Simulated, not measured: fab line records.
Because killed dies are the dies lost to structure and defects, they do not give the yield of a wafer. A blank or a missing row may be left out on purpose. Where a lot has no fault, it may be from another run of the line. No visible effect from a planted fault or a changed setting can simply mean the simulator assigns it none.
fab line records | flow nand-harc
record lots=14 | wafers=42 | last-day=24
route steps=1159 shown A_M0@1020 A_M1@1042
lots untouched by any fault: they come from a run of this same line in which no faults occurred
start-h: hours from the record's first day to the start of the lot's first wafer shown | wait-h: hours since the lot's step before | " identical to the entry in the row above | L1.1+2: one row covering several wafers at once | - no value, or no start was given | * or withheld: withheld | < > ~ a bound
route shown NAME@n: names a module that has steps shown in the file, with the first one's number in the route | usual: mean and standard deviation over wafers with no fault | same: alike in all rows | chamber/n: place in a boat | sites: readings site by site | _std_site: standard deviation of those values | _edge_site: mean of outer sites minus mean of inner sites | radius-mm: how far each site lies from the wafer's centre | mask NAME#n: copy n | behind: the most recent tool/chamber to have shaped the wafer | hold: why the lot went on hold/how many hours it stayed there/how the hold came to an end | device: whichever transistor did not switch (one of n, p or np) | end of line: tests of these same wafers at the route's end | a step with no rows: only its recipe | killed: at the first sort, the dies lost to defects and structure; wafer yield is something else | map: dies across one wafer; x = killed, . = not, _ = none there
set.NAME: the run value of the setting; set.NAME@STEP: its run value at that earlier step | model.NAME: the simulator's own value behind a step, which no gauge read
the route's steps for a sample of lots (tables are steps, rows are wafers)
services: when a tool's chamber went out of use (start-h, in hours from the record's first day, below 0 if earlier), for how many hours, and the reason
## steps
# step NHARC_A_M0_THK_MEAS_24
# recipe thk-meas-gauge=xrf
# usual thk-nm=114.0/1.8
lot.wafer | tool          | chamber | start-h | wait-h | thk-nm
L612.1    | film-metro-01 | -       | 395.39  | -      | 116.8
L612.2    | "             | -       | "       | "      | 117.1
L612.3    | "             | -       | "       | "      | 117.9
L614.1    | film-metro-01 | -       | 409.89  | -      | 113.5
L614.3    | "             | -       | "       | "      | 112.2
L614.6    | "             | -       | "       | "      | 113.5
L617.2    | film-metro-01 | -       | 431.42  | -      | 114.1
L617.4    | "             | -       | "       | "      | 116.4
L617.6    | "             | -       | "       | "      | 111.9
L616.2    | film-metro-02 | -       | 434.69  | -      | 110.6
L616.3    | "             | -       | "       | "      | 113.7
L616.6    | "             | -       | "       | "      | 115.1
L624.1    | film-metro-01 | -       | 476.43  | -      | 115.0
L624.2    | "             | -       | "       | "      | 112.5
L624.3    | "             | -       | "       | "      | 113.9
L625.4    | film-metro-01 | -       | 480.11  | -      | 115.1
L625.5    | "             | -       | "       | "      | 113.1
L625.6    | "             | -       | "       | "      | 113.6
L630.1    | film-metro-01 | -       | 483.41  | -      | 112.7
L630.2    | "             | -       | "       | "      | 116.7
L630.3    | "             | -       | "       | "      | 113.5
L628.1    | film-metro-01 | -       | 495.29  | -      | 111.0
L628.2    | "             | -       | "       | "      | 112.2
L628.5    | "             | -       | "       | "      | 113.9
L629.2    | film-metro-01 | -       | 505.08  | -      | 114.6
L629.4    | "             | -       | "       | "      | 118.6
L629.6    | "             | -       | "       | "      | 115.3
L631.2    | film-metro-02 | -       | 505.28  | -      | 116.1
L631.5    | "             | -       | "       | "      | 115.5
L631.6    | "             | -       | "       | "      | 114.3
L632.4    | film-metro-01 | -       | 506.09  | -      | 111.9
L632.5    | "             | -       | "       | "      | 115.0
L632.6    | "             | -       | "       | "      | 117.1
L634.4    | film-metro-02 | -       | 524.99  | -      | 115.2
L634.5    | "             | -       | "       | "      | 115.7
L634.6    | "             | -       | "       | "      | 112.3
L635.1    | film-metro-02 | -       | 530.80  | -      | 112.2
L635.4    | "             | -       | "       | "      | 111.0
L635.6    | "             | -       | "       | "      | 114.0
L633.1    | film-metro-02 | -       | 538.13  | -      | 112.2
L633.2    | "             | -       | "       | "      | 114.7
L633.5    | "             | -       | "       | "      | 112.8
# step NHARC_A_M1_CD_MEAS_16
# usual cd-nm=120.0/1.3
lot.wafer | tool      | chamber | start-h | wait-h | cd-nm
L612.1    | cd-sem-02 | -       | 397.42  | -      | 119.1
L612.2    | "         | -       | "       | "      | 119.6
L612.3    | "         | -       | "       | "      | 117.5
L614.1    | cd-sem-03 | -       | 411.98  | -      | 120.9
L614.3    | "         | -       | "       | "      | 120.7
L614.6    | "         | -       | "       | "      | 120.1
L617.2    | cd-sem-03 | -       | 433.32  | -      | 121.6
L617.4    | "         | -       | "       | "      | 119.1
L617.6    | "         | -       | "       | "      | 121.6
L616.2    | cd-sem-03 | -       | 436.73  | -      | 121.9
L616.3    | "         | -       | "       | "      | 121.7
L616.6    | "         | -       | "       | "      | 121.8
L624.1    | cd-sem-01 | -       | 478.49  | -      | 120.5
L624.2    | "         | -       | "       | "      | 120.3
L624.3    | "         | -       | "       | "      | 120.4
L625.4    | cd-sem-03 | -       | 482.01  | -      | 118.6
L625.5    | "         | -       | "       | "      | 120.3
L625.6    | "         | -       | "       | "      | 118.1
L630.1    | cd-sem-03 | -       | 485.44  | -      | 121.7
L630.2    | "         | -       | "       | "      | 119.0
L630.3    | "         | -       | "       | "      | 123.3
L628.1    | cd-sem-02 | -       | 497.20  | -      | 118.6
L628.2    | "         | -       | "       | "      | 119.5
L628.5    | "         | -       | "       | "      | 120.9
L629.2    | cd-sem-03 | -       | 507.00  | -      | 119.3
L629.4    | "         | -       | "       | "      | 120.7
L629.6    | "         | -       | "       | "      | 119.9
L631.2    | cd-sem-01 | -       | 507.30  | -      | 118.5
L631.5    | "         | -       | "       | "      | 118.9
L631.6    | "         | -       | "       | "      | 119.8
L632.4    | cd-sem-02 | -       | 508.04  | -      | 119.5
L632.5    | "         | -       | "       | "      | 118.4
L632.6    | "         | -       | "       | "      | 118.8
L634.4    | cd-sem-02 | -       | 527.64  | -      | 120.9
L634.5    | "         | -       | "       | "      | 121.7
L634.6    | "         | -       | "       | "      | 120.4
L635.1    | cd-sem-02 | -       | 532.85  | -      | 119.6
L635.4    | "         | -       | "       | "      | 120.3
L635.6    | "         | -       | "       | "      | 120.2
L633.1    | cd-sem-02 | -       | 540.65  | -      | 121.7
L633.2    | "         | -       | "       | "      | 121.5
L633.5    | "         | -       | "       | "      | 120.3
# step NHARC_A_M1_PVD_21
# recipe target-thk-a=300 | chamber-pressure-pa=5 | power-w=5000 | substrate-temp-c=30 | time-s=20.49 | material=Cu
# usual throttle-valve-pct=30.0/0.92
lot.wafer | tool           | chamber | start-h | wait-h | throttle-valve-pct
L612.1    | pvd-sputter-03 | -       | -       | -      | 30.4
L612.2    | "              | -       | "       | "      | 30.5
L612.3    | "              | -       | "       | "      | 32.0
L614.1    | pvd-sputter-02 | -       | -       | -      | 29.7
L614.3    | "              | -       | "       | "      | 30.3
L614.6    | "              | -       | "       | "      | 30.8
L617.2    | pvd-sputter-02 | -       | -       | -      | 29.4
L617.4    | "              | -       | "       | "      | 29.3
L617.6    | "              | -       | "       | "      | 31.3
L616.2    | pvd-sputter-03 | -       | -       | -      | 29.6
L616.3    | "              | -       | "       | "      | 32.1
L616.6    | "              | -       | "       | "      | 30.3
L624.1    | pvd-sputter-01 | -       | -       | -      | 29.9
L624.2    | "              | -       | "       | "      | 29.9
L624.3    | "              | -       | "       | "      | 27.8
L625.4    | pvd-sputter-01 | -       | -       | -      | 27.9
L625.6    | "              | -       | "       | "      | 30.1
L625.5    | "              | -       | "       | "      | 27.7
L630.3    | pvd-sputter-02 | -       | -       | -      | 30.3
L630.2    | "              | -       | "       | "      | 29.6
L630.1    | "              | -       | "       | "      | 29.4
L628.2    | pvd-sputter-01 | -       | -       | -      | 30.3
L628.1    | "              | -       | "       | "      | 27.9
L628.5    | "              | -       | "       | "      | 30.3
L629.2    | pvd-sputter-03 | -       | -       | -      | 31.1
L629.4    | "              | -       | "       | "      | 29.9
L629.6    | "              | -       | "       | "      | 31.3
L631.2    | pvd-sputter-01 | -       | -       | -      | 30.3
L631.6    | "              | -       | "       | "      | 29.9
L631.5    | "              | -       | "       | "      | 30.2
L632.4    | pvd-sputter-03 | -       | -       | -      | 31.2
L632.6    | "              | -       | "       | "      | 30.4
L632.5    | "              | -       | "       | "      | 29.5
L634.4    | pvd-sputter-02 | -       | -       | -      | 30.9
L634.5    | "              | -       | "       | "      | 29.6
L634.6    | "              | -       | "       | "      | 30.4
L635.1    | pvd-sputter-03 | -       | -       | -      | 30.0
L635.4    | "              | -       | "       | "      | 31.0
L635.6    | "              | -       | "       | "      | 31.1
L633.1    | pvd-sputter-01 | -       | -       | -      | 27.9
L633.2    | "              | -       | "       | "      | 30.2
L633.5    | "              | -       | "       | "      | 29.0
# step NHARC_A_M1_ECD_22
# recipe target-thk-a=4000 | bath-temp-c=25 | material=Cu
# usual bath-heat-duty-pct=6.6/0.57 | bath-temp-c=25.00/0.11
lot.wafer | tool      | chamber | start-h | wait-h | bath-heat-duty-pct | bath-temp-c
L612.1    | ecd-cu-01 | 0       | 398.50  | -      | 6.6                | 24.97
L612.2    | "         | 1       | "       | "      | 5.8                | 25.05
L612.3    | "         | 1       | "       | "      | 5.9                | 25.03
L614.1    | ecd-cu-02 | 0       | 413.11  | -      | 6.0                | 25.03
L614.3    | "         | 0       | "       | "      | 7.1                | 25.07
L614.6    | "         | 0       | "       | "      | 6.5                | 25.06
L617.2    | ecd-cu-01 | 1       | 434.56  | -      | -                  | -
L617.4    | "         | 1       | "       | "      | -                  | -
L617.6    | "         | 0       | "       | "      | -                  | -
L616.2    | ecd-cu-02 | 0       | 437.86  | -      | -                  | -
L616.3    | "         | 1       | "       | "      | -                  | -
L616.6    | "         | 0       | "       | "      | -                  | -
L624.1    | ecd-cu-02 | 1       | 479.57  | -      | 7.5                | 25.06
L624.2    | "         | 0       | "       | "      | 6.5                | 24.99
L624.3    | "         | 0       | "       | "      | 6.9                | 24.83
L625.4    | ecd-cu-02 | 0       | 483.18  | -      | 6.8                | 24.87
L625.5    | "         | 0       | "       | "      | 6.5                | 24.95
L625.6    | "         | 1       | "       | "      | 7.3                | 25.03
L630.1    | ecd-cu-01 | 0       | 486.62  | -      | 6.5                | 24.85
L630.2    | "         | 1       | "       | "      | 6.1                | 24.99
L630.3    | "         | 1       | "       | "      | 6.7                | 24.95
L628.1    | ecd-cu-02 | 0       | 498.32  | -      | 5.9                | 24.88
L628.2    | "         | 1       | "       | "      | 6.5                | 25.01
L628.5    | "         | 0       | "       | "      | 6.8                | 25.14
L629.2    | ecd-cu-02 | 0       | 508.07  | -      | 6.4                | 25.01
L629.4    | "         | 1       | "       | "      | 5.8                | 25.18
L629.6    | "         | 1       | "       | "      | 7.5                | 24.99
L631.2    | ecd-cu-01 | 1       | 508.61  | -      | 6.7                | 24.95
L631.6    | "         | 0       | "       | "      | 6.6                | 25.00
L631.5    | "         | 1       | "       | "      | 5.6                | 25.05
L632.4    | ecd-cu-01 | 1       | 509.27  | -      | 6.1                | 25.04
L632.5    | "         | 1       | "       | "      | 5.9                | 24.82
L632.6    | "         | 0       | "       | "      | 6.8                | 24.94
L634.4    | ecd-cu-02 | 1       | 528.81  | -      | 7.0                | 24.88
L634.6    | "         | 1       | "       | "      | 6.7                | 24.95
L634.5    | "         | 0       | "       | "      | 6.7                | 25.17
L635.1    | ecd-cu-01 | 1       | 533.99  | -      | 6.3                | 24.98
L635.4    | "         | 0       | "       | "      | 6.4                | 25.05
L635.6    | "         | 0       | "       | "      | 6.5                | 25.11
L633.2    | ecd-cu-02 | 0       | 541.91  | -      | 6.9                | 25.09
L633.1    | "         | 1       | "       | "      | 6.6                | 25.06
L633.5    | "         | 0       | "       | "      | 6.0                | 24.85
# step NHARC_A_M1_CMP_23
# recipe t-overpolish-s=20 | target-thk-nm=154.34
# usual edge-zone-pressure-frac=1.000/0.0049 | motor-current-A=12.0/1.3 | time-to-endpoint-s=30/3.1
lot.wafer | tool   | chamber | start-h | wait-h | edge-zone-pressure-frac | motor-current-A | time-to-endpoint-s
L612.3    | cmp-04 | 2       | 399.36  | -      | 1.002                   | 12.3            | 35
L612.1    | "      | 3       | "       | "      | 1.001                   | 12.3            | 31
L612.2    | "      | 0       | "       | "      | 0.996                   | 12.7            | 37
L614.1    | cmp-03 | 2       | 413.81  | -      | 1.007                   | 10.8            | 25
L614.3    | "      | 0       | "       | "      | 1.004                   | 13.3            | 30
L614.6    | "      | 2       | "       | "      | 1.003                   | 10.7            | 26
L617.4    | cmp-04 | 3       | 435.27  | -      | 1.006                   | 11.9            | 3
L617.2    | "      | 1       | "       | "      | 1.000                   | 10.1            | 1
L617.6    | "      | 3       | "       | "      | 0.998                   | 12.0            | 3
L616.2    | cmp-04 | 0       | 438.54  | -      | 0.994                   | 12.4            | 10
L616.3    | "      | 3       | "       | "      | 0.997                   | 12.1            | 4
L616.6    | "      | 0       | "       | "      | 0.988                   | 11.4            | 7
L624.2    | cmp-02 | 2       | 480.29  | -      | 1.002                   | 11.7            | 30
L624.3    | "      | 0       | "       | "      | 1.001                   | 11.0            | 29
L624.1    | "      | 1       | "       | "      | 1.005                   | 13.6            | 31
L625.4    | cmp-03 | 3       | 483.88  | -      | 0.992                   | 14.2            | 33
L625.6    | "      | 0       | "       | "      | 1.001                   | 12.4            | 32
L625.5    | "      | 1       | "       | "      | 1.003                   | 13.2            | 32
L630.3    | cmp-03 | 3       | 487.34  | -      | 0.997                   | 13.0            | 31
L630.2    | "      | 0       | "       | "      | 1.003                   | 13.0            | 27
L630.1    | "      | 1       | "       | "      | 1.002                   | 13.3            | 30
L628.2    | cmp-04 | 2       | 499.06  | -      | 1.002                   | 12.9            | 31
L628.1    | "      | 0       | "       | "      | 0.993                   | 12.4            | 35
L628.5    | "      | 2       | "       | "      | 1.000                   | 13.0            | 34
L629.4    | cmp-02 | 3       | 508.85  | -      | 1.000                   | 9.2             | 32
L629.2    | "      | 0       | "       | "      | 0.996                   | 11.8            | 28
L629.6    | "      | 1       | "       | "      | 1.000                   | 14.2            | 28
L631.2    | cmp-02 | 2       | 509.35  | -      | 1.000                   | 11.1            | 28
L631.6    | "      | 0       | "       | "      | 1.000                   | 10.9            | 27
L631.5    | "      | 1       | "       | "      | 1.002                   | 13.5            | 31
L632.4    | cmp-03 | 1       | 509.91  | -      | 1.003                   | 13.5            | 32
L632.5    | "      | 0       | "       | "      | 0.996                   | 12.7            | 34
L632.6    | "      | 1       | "       | "      | 1.000                   | 13.7            | 33
L634.4    | cmp-04 | 0       | 529.43  | -      | 1.002                   | 12.4            | 34
L634.6    | "      | 0       | "       | "      | 0.999                   | 12.7            | 32
L634.5    | "      | 1       | "       | "      | 1.000                   | 10.6            | 26
L635.1    | cmp-03 | 3       | 534.72  | -      | 1.002                   | 14.4            | 29
L635.4    | "      | 1       | "       | "      | 1.002                   | 12.8            | 32
L635.6    | "      | 0       | "       | "      | 1.007                   | 11.7            | 29
L633.2    | cmp-04 | 1       | 542.66  | -      | 0.998                   | 10.6            | 29
L633.1    | "      | 2       | "       | "      | 0.997                   | 13.7            | 31
L633.5    | "      | 0       | "       | "      | 1.001                   | 12.8            | 34
# step NHARC_A_M1_THK_MEAS_24
# recipe thk-meas-gauge=xrf
# usual thk-nm=154.9/1.5
lot.wafer | tool          | chamber | start-h | wait-h | thk-nm
L612.1    | film-metro-01 | -       | 399.65  | -      | 153.5
L612.2    | "             | -       | "       | "      | 159.1
L612.3    | "             | -       | "       | "      | 157.7
L614.1    | film-metro-02 | -       | 414.10  | -      | 151.8
L614.3    | "             | -       | "       | "      | 156.4
L614.6    | "             | -       | "       | "      | 152.1
L617.2    | film-metro-01 | -       | 435.56  | -      | 29.9
L617.4    | "             | -       | "       | "      | 30.2
L617.6    | "             | -       | "       | "      | 29.1
L616.2    | film-metro-02 | -       | 438.86  | -      | 30.7
L616.3    | "             | -       | "       | "      | 30.6
L616.6    | "             | -       | "       | "      | 30.5
L624.1    | film-metro-01 | -       | 480.60  | -      | 153.9
L624.2    | "             | -       | "       | "      | 153.6
L624.3    | "             | -       | "       | "      | 153.5
L625.4    | film-metro-01 | -       | 484.12  | -      | 157.3
L625.5    | "             | -       | "       | "      | 155.4
L625.6    | "             | -       | "       | "      | 155.7
L630.1    | film-metro-01 | -       | 487.66  | -      | 155.1
L630.2    | "             | -       | "       | "      | 155.6
L630.3    | "             | -       | "       | "      | 154.9
L628.1    | film-metro-01 | -       | 499.35  | -      | 154.5
L628.2    | "             | -       | "       | "      | 156.8
L628.5    | "             | -       | "       | "      | 155.1
L629.2    | film-metro-01 | -       | 509.10  | -      | 154.6
L629.4    | "             | -       | "       | "      | 156.4
L629.6    | "             | -       | "       | "      | 154.9
L631.2    | film-metro-02 | -       | 509.61  | -      | 152.5
L631.5    | "             | -       | "       | "      | 154.9
L631.6    | "             | -       | "       | "      | 154.6
L632.4    | film-metro-01 | -       | 510.21  | -      | 156.4
L632.5    | "             | -       | "       | "      | 156.9
L632.6    | "             | -       | "       | "      | 155.5
L634.4    | film-metro-02 | -       | 529.75  | -      | 155.8
L634.5    | "             | -       | "       | "      | 153.7
L634.6    | "             | -       | "       | "      | 156.9
L635.1    | film-metro-01 | -       | 535.03  | -      | 154.1
L635.4    | "             | -       | "       | "      | 155.2
L635.6    | "             | -       | "       | "      | 153.9
L633.1    | film-metro-01 | -       | 542.95  | -      | 155.5
L633.2    | "             | -       | "       | "      | 153.5
L633.5    | "             | -       | "       | "      | 156.5
## services
tool           | chamber | start-h | hours | kind
cmp-03         | -       | 375.40  | 1.6   | repair
cmp-03         | -       | 386.95  | 2.1   | repair
pvd-sputter-02 | -       | 392.00  | 10.0  | pm
cmp-02         | -       | 399.78  | 2.9   | repair
cmp-02         | -       | 423.28  | 4.0   | pm
cmp-02         | -       | 427.28  | -     | consumable-replace:conditioner
cmp-02         | -       | 427.28  | -     | consumable-replace:pad
cmp-03         | -       | 439.62  | 4.1   | repair
ecd-cu-01      | -       | 448.00  | 8.0   | pm
cmp-04         | -       | 449.35  | 4.0   | pm
cmp-03         | -       | 450.09  | 4.0   | pm
cmp-04         | -       | 453.35  | -     | consumable-replace:conditioner
cmp-04         | -       | 453.35  | -     | consumable-replace:pad
cmp-03         | -       | 454.09  | -     | consumable-replace:conditioner
cmp-03         | -       | 454.09  | -     | consumable-replace:pad
pvd-sputter-03 | -       | 458.00  | 10.0  | pm
cmp-03         | -       | 459.69  | 1.5   | repair
cmp-02         | -       | 473.47  | 2.3   | repair
pvd-sputter-01 | -       | 514.02  | 10.0  | pm
cmp-02         | -       | 521.28  | 4.0   | pm
cmp-02         | -       | 525.28  | -     | consumable-replace:conditioner
cmp-04         | -       | 527.87  | 1.0   | repair
ecd-cu-02      | -       | 532.00  | 8.0   | pm
cmp-02         | -       | 541.31  | 5.3   | repair
## key
first-sign step=NHARC_A_M1_ECD_22 | reading=tool-record | direction=missing
effect step=NHARC_A_M1_CMP_23 | reading=time-to-endpoint-s | direction=down | sigmas=8.2 | usual=* | struck=*
effect step=NHARC_A_M1_THK_MEAS_24 | reading=thk-nm | direction=down | sigmas=86 | usual=154.9 | struck=30.1
met-at NHARC_A_M1_ECD_22
struck-lots L616,L617
later-rows-left-out L616.2,L616.3,L616.6,L617.2,L617.4,L617.6
sort-left-out L616.2,L616.3,L616.6,L617.2,L617.4,L617.6
not-acting-at NHARC_A_M0_THK_MEAS_24,NHARC_A_M1_CD_MEAS_16,NHARC_A_M1_PVD_21
onset-between 413.11 434.56
fault kind=skipped-step-whole | tool=ecd-cu-01,ecd-cu-02 | chamber=- | onset-h=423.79 | steps=NHARC_A_M1_ECD_22 | scope=struck-lots-only
# sort-left-out: the simulated sort isn't trusted on such a fault, so these wafers' sort isn't shown, and their yield isn't known
# later-rows-left-out: the simulator's readings of these wafers behind a module that went badly wrong aren't trusted and aren't shown, but for the sort
